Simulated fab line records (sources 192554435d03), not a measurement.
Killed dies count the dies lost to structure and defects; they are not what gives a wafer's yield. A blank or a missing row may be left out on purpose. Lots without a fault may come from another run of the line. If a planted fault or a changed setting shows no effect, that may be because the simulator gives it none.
fab line records    flow n5_finfet
[record] lots = 4  wafers = 12  last_day = 19
route steps=1938 shown BEOL_M10@1476 PASSIVATION@1936
lots untouched by any fault: they come from a run of this same line in which no faults occurred
start_h: hours from the record's first day to the start of the lot's first wafer shown    wait_h: time in hours since the lot's previous step    " repeats the value in the row above    L1.1+2: a single row standing in for several wafers    - no value, or no start was given    * or withheld: withheld    < > ~ a bound
route shown NAME@n: a module of which the file shows steps, and the number in the route of the first    usual: average and standard deviation across the fault-free wafers    same: alike in all rows    chamber/n: place in a boat    sites: readings site by site    _std_site: how widely they spread, as a standard deviation    _edge_site: outer sites' mean less inner sites'    radius_mm: for every site, how far away it sits from the centre of the wafer    mask NAME#n: copy n    behind: the last tool/chamber to shape the wafer    hold: cause of the lot's hold/its duration in hours/its outcome    device: the transistor (n, p or np) that didn't switch    end of line: the tests these same wafers got at the end of their route    a step with no rows: only its recipe    killed: count of dies lost to structure and defects at first sort (not the wafer's yield)    map: per-die view of a wafer (x killed, . not killed, _ where there is no die)
set.NAME: the run value of the setting; set.NAME@STEP: its run value at that earlier step    model.NAME: the simulator's own value behind a step, which no gauge read
lots seen at some steps along the route; tables by step, rows by wafer
services: the hour from which a tool's chamber was out of use, counted from the record's first day as start_h (under 0 if before that day), plus the number of hours and why
[[steps]]
[step N5_BEOL_M10_COAT_60]
[recipe] resist = SiARC  temp_c = 220  time_s = 60  spin_rpm = 1500  resist_thk_nm = 30
[step N5_BEOL_M10_COAT_05]
[recipe] resist = CAR-ArF  spin_rpm = 1500  resist_thk_nm = 90
[step N5_BEOL_M10_EBR_07]
[recipe] solvent = PGMEA  ebr_width_mm = 1.5
[step N5_BEOL_M10_SOFTBAKE_06]
[recipe] temp_c = 110  time_s = 60  resist = CAR-ArF
[step N5_BEOL_M10_EXPOSE_08]
[recipe] mask_id = M10  na = 1.35  source_shape = dipole  sigma_inner = 0.411  sigma_outer = 0.611  polarization = te  dose_mj = 53.75
[step N5_BEOL_M10_PEB_09]
[recipe] peb_temp_c = withheld  peb_time_s = 60  resist = CAR-ArF
[step N5_BEOL_M10_DEVELOP_10]
[recipe] develop_time_s = 30  developer = TMAH  resist = CAR-ArF  rinse_liquid = diw  dry = air_spin  dev_temp_c = 23
[step N5_BEOL_M10_DESCUM_16]
[recipe] chemistry = O2  time_s = 7.9  source_power_w = 50  bias_power_w = 20  pressure_mtorr = 20  rf_frequency_hz = 2.712e+07  temp_c = 40  resist = CAR-ArF  o2_flow_sccm = 225
[step N5_BEOL_M10_ETCH_61]
[recipe] chemistry = CF4  target = SiARC  target_depth_a = 390  mask_material = CAR-ArF  time_s = 65  ion_energy_ev = 80  pressure_mtorr = 40  source_w = 545  bias_w = 36  Ar_flow_sccm = 100  cf4_flow_sccm = 100  ends = cleared
[step N5_BEOL_M10_ETCH_62]
[recipe] chemistry = N2/H2  target = SOC  target_depth_a = 1100  overetch_a = 220  mask_material = SiARC  temp_c = 40  time_s = 165  ion_energy_ev = 200  pressure_mtorr = 30  source_w = 840  bias_w = 150  n2_flow_sccm = 200  h2_flow_sccm = 200
[usual] drypump_motor_current_A = 5.6/0.41  h2_flow_sccm = 199.9/0.57  oes_product_au = 0.67/0.074  rf_vpp_V = 523.6/2.9  showerhead_plenum_p_Torr = 2.52/0.1  throttle_valve_pct = 17.77/0.29
[same] time_s = 165
lot.wafer  tool         chamber  start_h  wait_h  drypump_motor_current_A  h2_flow_sccm  oes_product_au  rf_hours_counter_h  rf_vpp_V  showerhead_plenum_p_Torr  throttle_valve_pct
L554.1     rie_diel-04  3        300.26   0.0     5.5                      199.1         0.63            187                 521.2     2.41                      17.79
L554.3     "            1        "        "       6.2                      199.3         0.60            219                 520.3     2.42                      18.14
L554.6     "            2        "        "       5.6                      199.5         0.71            -                   525.2     2.56                      17.91
L552.2     rie_diel-04  1        307.18   0.0     6.2                      200.3         0.60            223                 519.5     2.41                      18.14
L552.4     "            2        "        "       5.6                      200.6         0.70            76                  523.9     2.56                      17.96
L552.5     "            3        "        "       5.5                      200.5         0.63            -                   518.6     2.41                      17.79
L564.2     rie_diel-01  0        369.57   0.0     6.3                      198.8         0.73            42                  525.2     2.57                      17.51
L564.4     "            1        "        "       5.8                      199.7         0.63            178                 526.7     2.66                      17.85
L564.6     "            3        "        "       5.0                      199.8         0.61            -                   519.4     2.39                      17.84
L566.1     rie_diel-04  2        388.63   0.1     5.6                      200.1         0.66            111                 524.4     2.55                      17.99
L566.2     "            3        "        "       5.5                      199.2         0.60            224                 520.7     2.40                      17.86
L566.3     "            2        "        "       5.6                      199.9         0.66            -                   525.3     2.55                      18.01
[step N5_BEOL_M10_STRIP_68]
[recipe] chemistry = N2/H2  temp_c = 40  n2_flow_sccm = 200  h2_flow_sccm = 200  rf_frequency_hz = 6e+07
[step N5_BEOL_M10_STRIP_67]
[recipe] chemistry = CF4  resist = SiARC  power_w = 300  bias_power_w = 75  pressure_mtorr = 50  cf4_flow_sccm = 150  rf_frequency_hz = 6e+07
[step N5_BEOL_M10_HM_OPEN_17]
[recipe] chemistry = Cl2/BCl3  target_depth_a = 200  overetch_a = 60  target = TiN  mask_material = SOC  ion_energy_ev = 150  pressure_mtorr = 10  icp_w = 1000  bias_w = 126  Cl2_flow_sccm = 53.25  bcl3_flow_sccm = 21.75  Ar_flow_sccm = 25
[step N5_BEOL_M10_STRIP_19]
[recipe] chemistry = O2  power_w = 400  temp_c = 40  pressure_mtorr = 30  rf_frequency_hz = 6e+07  bias_power_w = 0  overash_fraction = 0.2  o2_flow_sccm = 225
[step N5_BEOL_M10_COAT_63]
[recipe] resist = SOC  temp_c = 250  time_s = 60  spin_rpm = 1500  resist_thk_nm = 100
[step N5_BEOL_M10_COAT_64]
[recipe] resist = SiARC  temp_c = 220  time_s = 60  spin_rpm = 1500  resist_thk_nm = 30
[step N5_BEOL_M10_COAT_22]
[recipe] resist = CAR-ArF  spin_rpm = 1500  resist_thk_nm = 90
[step N5_BEOL_M10_EBR_24]
[recipe] solvent = PGMEA  ebr_width_mm = 1.5
[step N5_BEOL_M10_SOFTBAKE_23]
[recipe] temp_c = 110  time_s = 60  resist = CAR-ArF
[step N5_BEOL_M10_EXPOSE_25]
[recipe] mask_id = V9  na = 1.35  source_shape = annular  sigma_inner = 0.5  sigma_outer = 0.8  polarization = unpolarized  dose_mj = 85.5
[step N5_BEOL_M10_PEB_26]
[recipe] peb_temp_c = withheld  peb_time_s = 60  resist = CAR-ArF
[step N5_BEOL_M10_DEVELOP_27]
[recipe] develop_time_s = 30  developer = TMAH  resist = CAR-ArF  rinse_liquid = diw  dry = air_spin  dev_temp_c = 23
[step N5_BEOL_M10_INSPECT_30]
[recipe] mode = adi  inspect_instrument = brightfield
[usual] raw_defect_count = 412/83
lot.wafer  tool               chamber  start_h  wait_h  raw_defect_count
L554.1     defect_inspect-02  -        301.09   0.0     439
L554.3     "                  -        "        "       359
L554.6     "                  -        "        "       969
L552.2     defect_inspect-01  -        311.78   0.0     318
L552.4     "                  -        "        "       847
L552.5     "                  -        "        "       387
L564.2     defect_inspect-02  -        370.40   0.0     372
L564.4     "                  -        "        "       558
L564.6     "                  -        "        "       349
L566.1     defect_inspect-02  -        391.55   0.0     361
L566.2     "                  -        "        "       545
L566.3     "                  -        "        "       755
[step N5_BEOL_M10_DESCUM_33]
[recipe] chemistry = O2  time_s = 7.9  source_power_w = 50  bias_power_w = 20  pressure_mtorr = 20  rf_frequency_hz = 2.712e+07  temp_c = 40  resist = CAR-ArF  o2_flow_sccm = 225
[step N5_PASSIVATION_PROBE_49]
[usual] defect_limited_yield = 91.2/1.5  killed_at_M0_to_M3 = 36/10  killed_at_M4_up = 14/5.2  killed_at_contacts = 12/6  killed_at_front_end = 37/10  killed_at_other = 4/3.3  killed_dies = 104/18  killed_on_rim = 14/4.1  killed_open = 68/14  killed_short = 34/7.4  sort_bin_5_function = 5.2/1  sort_bin_6_memory = 3.3/0.7  sort_n_pass = 1076/18  sort_yield_pct = 91.2/1.5
[same] gross_dies = 1180  killed_at_back_side = 0  sort_bin_4_leakage[%] = 0  sort_bin_8_speed[%] = 0
lot.wafer  tool       chamber  start_h  wait_h  defect_limited_yield[%]  killed_at_M0_to_M3  killed_at_M4_up  killed_at_contacts  killed_at_front_end  killed_at_other  killed_dies  killed_on_rim  killed_open  killed_short  sort_bin_5_function[%]  sort_bin_6_memory[%]  sort_n_pass  sort_yield_pct[%]
L554.1     prober-02  -        348.15   0.0     89.5                     59                  13               14                  32                   6                124          20             88           34            7.4                     2.9                   1056         89.5
L554.3     prober-02  -        348.25   0.1     89.2                     36                  21               19                  43                   8                127          17             88           37            6.4                     4.0                   1053         89.2
L554.6     prober-02  -        348.40   0.3     79.2                     63                  128              9                   37                   9                246          34             101          35            12.8                    5.5                   934          79.2
L552.2     prober-01  -        362.82   0.1     89.4                     27                  15               22                  54                   7                125          21             82           43            6.6                     3.7                   1055         89.4
L552.4     prober-01  -        362.92   0.2     83.7                     29                  113              11                  39                   0                192          22             56           33            10.1                    3.5                   988          83.7
L552.5     prober-01  -        362.97   0.2     89.8                     36                  6                17                  59                   2                120          16             84           36            6.1                     3.7                   1060         89.8
L564.2     prober-02  -        439.47   0.1     88.9                     74                  11               7                   28                   11               131          12             96           34            6.3                     4.6                   1049         88.9
L564.4     prober-02  -        439.57   0.2     90.8                     39                  19               8                   38                   4                108          16             77           30            5.7                     3.1                   1072         90.8
L564.6     prober-02  -        439.67   0.3     92.1                     38                  18               8                   27                   2                93           17             67           26            4.6                     3.1                   1087         92.1
// killed by level:class
L554.1 BEOL_M2:geometric_particle:open=17 MOL_CONTACT_COAG:geometric_particle:open=10 BEOL_M1:geometric_particle:open=9 STI_FIN_REVEAL:geometric_particle:open=9 BEOL_M0_SAQP:geometric_particle:open=8 FIN_SAQP:geometric_particle:short=7 BEOL_M0:geometric_particle:open=7 BEOL_M0_SAQP:geometric_particle:short=6
L554.3 MOL_CONTACT_COAG:geometric_particle:open=17 BEOL_M4:geometric_particle:open=14 BEOL_M3:geometric_particle:open=11 ILD0:geometric_particle:short=9 DUMMY_GATE:geometric_particle:open=8 BEOL_M2:geometric_particle:open=7 MIM_TOP_ETCH:geometric_particle:short=6 GATE_CUT:geometric_particle:short=5
L554.6 BEOL_M10:unspecified=108 BEOL_M0_SAQP:geometric_particle:open=16 BEOL_M0_SAQP:geometric_particle:short=12 BEOL_M3:geometric_particle:open=12 STI_FIN_REVEAL:geometric_particle:open=9 FIN_SAQP:geometric_particle:open=8 BEOL_M2:geometric_particle:open=8 BEOL_M4:geometric_particle:open=8
L552.2 FIN_SAQP:geometric_particle:open=20 MOL_CONTACT_COAG:geometric_particle:open=13 FIN_SAQP:geometric_particle:short=9 MOL_CONTACT_COAG:geometric_particle:short=9 GATE_CUT:geometric_particle:short=7 BEOL_M3:geometric_particle:open=7 BEOL_M1:geometric_particle:open=6 BEOL_M0_SAQP:geometric_particle:open=5
L552.4 BEOL_M10:unspecified=103 FIN_SAQP:geometric_particle:short=9 STI_FIN_REVEAL:geometric_particle:open=8 MOL_CONTACT_COAG:geometric_particle:open=8 FIN_SAQP:geometric_particle:open=6 BEOL_M0_SAQP:geometric_particle:short=6 BEOL_M3:geometric_particle:open=5 BEOL_M0_SAQP:geometric_particle:open=4
L552.5 FIN_SAQP:geometric_particle:open=18 MOL_CONTACT_COAG:geometric_particle:open=15 BEOL_M3:geometric_particle:open=12 STI_FIN_REVEAL:geometric_particle:open=9 FIN_SAQP:geometric_particle:short=8 BEOL_M1:geometric_particle:open=7 BEOL_M0_SAQP:geometric_particle:short=6 GATE_CUT:geometric_particle:short=5
L564.2 BEOL_M1:geometric_particle:open=19 BEOL_M3:geometric_particle:open=11 BEOL_M0_SAQP:geometric_particle:short=10 BEOL_M0_SAQP:geometric_particle:open=10 BEOL_M2:geometric_particle:open=8 STI_FIN_REVEAL:geometric_particle:open=7 MOL_CONTACT_COAG:geometric_particle:open=7 PASS1_CAP:geometric_particle:open=6
L564.4 FIN_SAQP:geometric_particle:open=10 BEOL_M2:geometric_particle:open=9 STI_FIN_REVEAL:geometric_particle:open=9 BEOL_M1:geometric_particle:open=9 MOL_CONTACT_COAG:geometric_particle:open=6 BEOL_M0_SAQP:geometric_particle:short=6 BEOL_M3:geometric_particle:open=5 BEOL_M4:geometric_particle:open=5
L564.6 BEOL_M3:geometric_particle:open=11 BEOL_M2:geometric_particle:open=9 BEOL_M1:geometric_particle:open=8 BEOL_M4:geometric_particle:open=8 DUMMY_GATE:geometric_particle:open=7 MOL_CONTACT_COAG:geometric_particle:open=6 FIN_SAQP:geometric_particle:open=5 STI_FIN_REVEAL:geometric_particle:open=4
// map L552.4 (x killed, . not)
_________________x...........________________
______________.................._____________
___________........................__________
__________......x.x................._________
________.............................._______
_______xx...x.........x....x...........______
______....x............................._____
_____.....x.....................x........____
____....x.........xx..x.............x.....___
___..............xxx............x..x....x..__
___.............x......x..........x....x...__
__...............x...x.................x...._
__..x.............................x..x......_
_.x.........................x................
_....x...................x....x...x..........
_......x...x........................x........
_...x...x...x..x.........x..........x.x......
_...xx...x.......x........x.xx..........x....
_x..xxxxxxxx..................xx.............
_x.xxxxxxxxxx.x.........................x....
_xxxxxxxxxxxxxx........x.....................
__xxxxxxxxxxxx.................x..x....x..x._
__xxxxxxxxxxxxx............................._
___xxxxxxxxxxx.............................__
___xxxxxxxxxxx..xx.x.....x.......x.........__
____xxxxxxxxx............................x___
_____xxxxxx..xx......x...xx.x...x........____
______x.x....x.........................._____
_______................x.............x.______
________.............x..........xx...._______
__________.x....x......x....x.x....._________
___________....x.x..x......x.......__________
______________......x..........._____________
_________________............________________
// map L554.6 (x killed, . not)
_________________......x...x.________________
______________..............xx.._____________
___________..xx........x.x...x.....__________
__________x.............x......x..x._________
________......x..x.xx.............x..._______
_______...x...x........................______
______..........x.....x..........xxx...x_____
_____.........................x.......x..____
____.x...x....x..x................x.......___
___x.....xx...x........x...............xx..__
___...x.....................x..............__
__x...x.x........................x..x..x..x._
__..x.........xx.............xx....x........_
_..........x.x..........x..........x...x.....
_..........x.........x...x...................
_......xx.....x..............................
_.xx.x..x..................xx...x...x.....x..
_...x.xxxxx..x....x.x....x.............x.....
_..xxxxxxxx..x.....x.......x....xx.x....x....
_xxxxxxxxxxxx...xx..x......x..x.....x........
_..xxxxxxxxxxxx.x......x.............x.......
__xxxxxxxxxxxx.x...x..x...........x.x.x....._
__xxxxxxxxxxxx...xx.........x.............x._
___xxxxxxxxxxx.......x..........x.....xx...__
___xxxxxxxxxx...x........x.........x.......__
____xxxxxxxxx....x.....x...x..x.....x.x...___
_____xxxxxxx.....x....x.x................____
______xx....xx..................xx..xx.._____
_______.....x.........x.......x.....x..______
________........x........x........x.x._______
__________x....x...................._________
___________...............x.x..x..x__________
______________.x............x..._____________
_________________......x.....________________
[[services]]
tool         chamber  start_h  hours  kind
rie_diel-01  1        313.20   6.2    repair
rie_diel-01  2        319.40   -      clean
rie_diel-01  2        319.40   -      consumable_replace:focus_ring
rie_diel-01  2        319.40   19.2   scheduled_down
rie_diel-01  2        319.40   19.2   vent_cycle
rie_diel-01  -        351.84   15.6   pm
rie_diel-04  1        380.23   18.4   repair
rie_diel-04  0        386.71   4.0    repair
[[key]]
[first_sign] step = N5_BEOL_M10_INSPECT_30  reading = raw_defect_count  direction = up  sigmas = 6  usual = 412  struck = 908
[effect] step = N5_PASSIVATION_PROBE_49  reading = killed_at_M4_up  direction = up  sigmas = 20  usual = 14  struck = 120
[more_kills_born_at] N5_BEOL_M10_ETCH_62@rie_diel-04 = 211
met_at N5_BEOL_M10_ETCH_62
struck_wafers L552.4,L554.6
[fault] kind = chamber_particle_source  tool = rie_diel-04  chamber = 2  onset_h = 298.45  steps = N5_BEOL_M10_ETCH_62  rate_per_visit_cm2 = 0.8824  end_h = 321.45
